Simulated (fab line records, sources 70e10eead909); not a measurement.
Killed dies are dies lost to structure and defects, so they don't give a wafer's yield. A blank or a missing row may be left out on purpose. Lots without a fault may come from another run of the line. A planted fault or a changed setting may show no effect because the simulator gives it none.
A struck lot beside a sound one | flow nand_harc | 19 steps out of a route of 1302
Sound: wafers L767.2, L767.3, L767.5. Struck: wafers L782.3, L782.4, L782.6. The cause comes at the end.
At each step with rows: each side's tool, then ch and its chambers, then its first start. Under that, the readings that differ: sound wafers | struck wafers | difference of the means | sigmas: that difference in standard deviations of wafers without a fault.
alike: readings whose means differ by less than 2 such deviations, and words and numbers that are the same on both sides. not compared: withheld readings, readings that some wafer has no value for, bounds like >300 that may hide the same value, and numbers for which the record gives no deviation and whose values overlap.
The two part at a step that has a row with sigmas, a row that says differs or no value, or rows on one side only. Numbers that don't overlap but have no deviation are shown without sigmas and don't part them. A reading that every wafer of one side lacks parts them only if that side has two wafers or more.

NHARC_P_GATE_ALD_36: deposits SiNx, target thk 20 nm, pulse time 60 s, ald cycles 223.
  sound on ald_sin-02 ch 1,2,3, day 7 05:49; struck on ald_sin-01 ch 0,2,3, day 13 10:42
  alike: heater_power_w, precursor_pulse_height_rel
  not compared: since_wet_clean_h
NHARC_P_GATE_ETCHBACK_37: etches the open film in CHF3/O2, target depth 34.5 nm, time 17.2 s.
  sound on rie_diel-13 ch 0,1; struck on rie_diel-13 ch 0,1,2
  alike: drypump_motor_current_A, oes_product_au, rf_vpp_V, showerhead_plenum_p_Torr, throttle_valve_pct
  not compared: rf_hours_counter_h
NHARC_P_GATE_STRIP_101: strips in O2, time 20 s.
  sound on rie_diel-13 ch 0,1, day 7 14:23; struck on rie_diel-13 ch 0,3, day 13 20:20
  alike: drypump_motor_current_A, oes_product_au, rf_vpp_V, showerhead_plenum_p_Torr, throttle_valve_pct
  not compared: rf_hours_counter_h
then, 9 steps without rows for these wafers: NHARC_P_GATE_PRECLEAN_97 (cleans in SPM, time 600 s); NHARC_P_GATE_SRD_98; NHARC_P_GATE_PRECLEAN_99 (cleans in SC1); NHARC_P_GATE_SRD_100; NHARC_P_GATE_DEHYDRATE_38 (time 120 s); NHARC_P_GATE_HMDS_39 (time 30 s); NHARC_P_GATE_COAT_40; NHARC_P_GATE_SOFTBAKE_41 (time 95 s); NHARC_P_GATE_EBR_42.
NHARC_P_GATE_EXPOSE_43: exposes mask P NSD, target cd 720 nm.
  sound on krf_scanner-01 ch 0, day 7 15:10; struck on krf_scanner-01 ch 0, day 13 20:59
  reading              | sound                | struck               | difference | sigmas
  exposure_dose_mJ_cm2 | 14.805 14.784 14.801 | 16.878 16.867 16.874 | +2.076     | +99 or more
  alike: mask
then, 2 steps without rows for these wafers: NHARC_P_GATE_PEB_44 (peb time 85 s); NHARC_P_GATE_DEVELOP_45 (time 70 s).
NHARC_P_GATE_CD_MEAS_46: target cd 720 nm.
  sound on cd_sem-02 ch 0, day 7 15:19; struck on cd_sem-02 ch 0, day 13 21:08
  reading    | sound             | struck            | difference | sigmas
  cd_nm (nm) | 716.9 718.6 720.2 | 739.8 739.9 741.3 | +21.8      | +12
then, 1 step without rows for these wafers: NHARC_P_GATE_HARDBAKE_47 (time 80 s).
NHARC_P_GATE_DESCUM_48: chemistry O2, time 3 s.
  sound on rie_diel-13 ch 0,1, day 7 15:29; struck on rie_diel-13 ch 1,3, day 13 21:26
  reading                 | sound             | struck            | difference | sigmas
  model.P_GATE.cd_nm (nm) | 716.9 718.6 720.5 | 739.7 739.8 740.8 | +21.4      |
  alike: drypump_motor_current_A, oes_product_au, rf_vpp_V, showerhead_plenum_p_Torr, throttle_valve_pct
  not compared: rf_hours_counter_h
then, 1 step without rows for these wafers: NHARC_P_GATE_IMPLANT_49.

WHERE THEY PART
First at NHARC_P_GATE_EXPOSE_43; last, within this record, at NHARC_P_GATE_CD_MEAS_46. Later steps at which nothing parts them and some readings are alike: NHARC_P_GATE_DESCUM_48.

WHY: what the simulator had put in
Process parameter drift: krf_scanner-01, from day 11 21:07 on, at NHARC_P_GATE_EXPOSE_43. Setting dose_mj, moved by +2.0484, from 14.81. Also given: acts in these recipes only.
